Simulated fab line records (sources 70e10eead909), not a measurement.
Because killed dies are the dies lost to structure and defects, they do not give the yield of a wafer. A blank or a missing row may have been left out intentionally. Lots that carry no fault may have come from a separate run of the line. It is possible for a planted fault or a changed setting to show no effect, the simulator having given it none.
Chamber matching || flow nand harc || NHARC_A_CHANNEL_FILL_D1_ALD_14 on ald hk-01 has 4 sister chambers
The step deposits SiO2, target thk 2.5 nm, pulse time 10 s, ald cycles 25. 8 wafers are shown with their chamber, then 12 later ones without.

WAFERS WITH THEIR CHAMBER
{"wafer": "L081.1", "chamber": 2, "heater power w (W)": 538, "precursor pulse height rel": 0.988}
{"wafer": "L081.5", "chamber": 2, "heater power w (W)": 550, "precursor pulse height rel": 0.987}
{"wafer": "L084.5", "chamber": 3, "heater power w (W)": 517, "precursor pulse height rel": 0.983}
{"wafer": "L084.6", "chamber": 0, "heater power w (W)": 450, "precursor pulse height rel": 0.962}
{"wafer": "L085.2", "chamber": 3, "heater power w (W)": 509, "precursor pulse height rel": 0.993}
{"wafer": "L086.2", "chamber": 1, "heater power w (W)": 435, "precursor pulse height rel": 1.016}
{"wafer": "L086.4", "chamber": 0, "heater power w (W)": 454, "precursor pulse height rel": 0.983}
{"wafer": "L086.5", "chamber": 1, "heater power w (W)": 432, "precursor pulse height rel": 1.011}

WAFERS WITH NO CHAMBER GIVEN
{"wafer": "L087.1", "heater power w (W)": 436, "precursor pulse height rel": 0.993}
{"wafer": "L087.2", "heater power w (W)": 539, "precursor pulse height rel": 1.021}
{"wafer": "L087.5", "heater power w (W)": 544, "precursor pulse height rel": 1.013}
{"wafer": "L090.1", "heater power w (W)": 544, "precursor pulse height rel": 0.994}
{"wafer": "L090.3", "heater power w (W)": 522, "precursor pulse height rel": 0.986}
{"wafer": "L090.5", "heater power w (W)": 541, "precursor pulse height rel": 0.964}
{"wafer": "L092.1", "heater power w (W)": 459, "precursor pulse height rel": 1.002}
{"wafer": "L092.3", "heater power w (W)": 424, "precursor pulse height rel": 0.963}
{"wafer": "L092.5", "heater power w (W)": 455, "precursor pulse height rel": 1.007}
{"wafer": "L095.1", "heater power w (W)": 443, "precursor pulse height rel": 1.034}
{"wafer": "L095.4", "heater power w (W)": 561, "precursor pulse height rel": 1.006}
{"wafer": "L095.6", "heater power w (W)": 429, "precursor pulse height rel": 1.006}

THE CHAMBER EACH PASSED THROUGH
{"wafer": "L087.1", "from the rows above": "can't be placed: 1 or 0", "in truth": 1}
{"wafer": "L087.2", "from the rows above": 2, "in truth": 2}
{"wafer": "L087.5", "from the rows above": 2, "in truth": 2}
{"wafer": "L090.1", "from the rows above": 2, "in truth": 2}
{"wafer": "L090.3", "from the rows above": 3, "in truth": 3}
{"wafer": "L090.5", "from the rows above": 2, "in truth": 2}
{"wafer": "L092.1", "from the rows above": "can't be placed: 0 or 1", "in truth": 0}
{"wafer": "L092.3", "from the rows above": "can't be placed: 0 or 1", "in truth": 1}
{"wafer": "L092.5", "from the rows above": "can't be placed: 1 or 0", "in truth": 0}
{"wafer": "L095.1", "from the rows above": 1, "in truth": 1}
{"wafer": "L095.4", "from the rows above": 2, "in truth": 2}
{"wafer": "L095.6", "from the rows above": 1, "in truth": 1}
Correctly placed: 8 of 12. From these rows, 4 cannot be placed; in 4 the true chamber is one of the candidates. Wrongly placed: 0.
How it was worked out, from the rows above alone: a wafer's distance from a chamber is the root of the sum, over the readings, of the square of ((its reading less the chamber's mean) divided by the reading's scatter). The wafer belongs to the nearest chamber; if the next one is less than 2 further off, it can't be placed. Each chamber's mean is taken over the wafers shown for it. How the scatter is found: for the shown wafers, subtract from each reading the mean of its chamber, square and add these, divide the total by (wafers less chambers), then take the root.
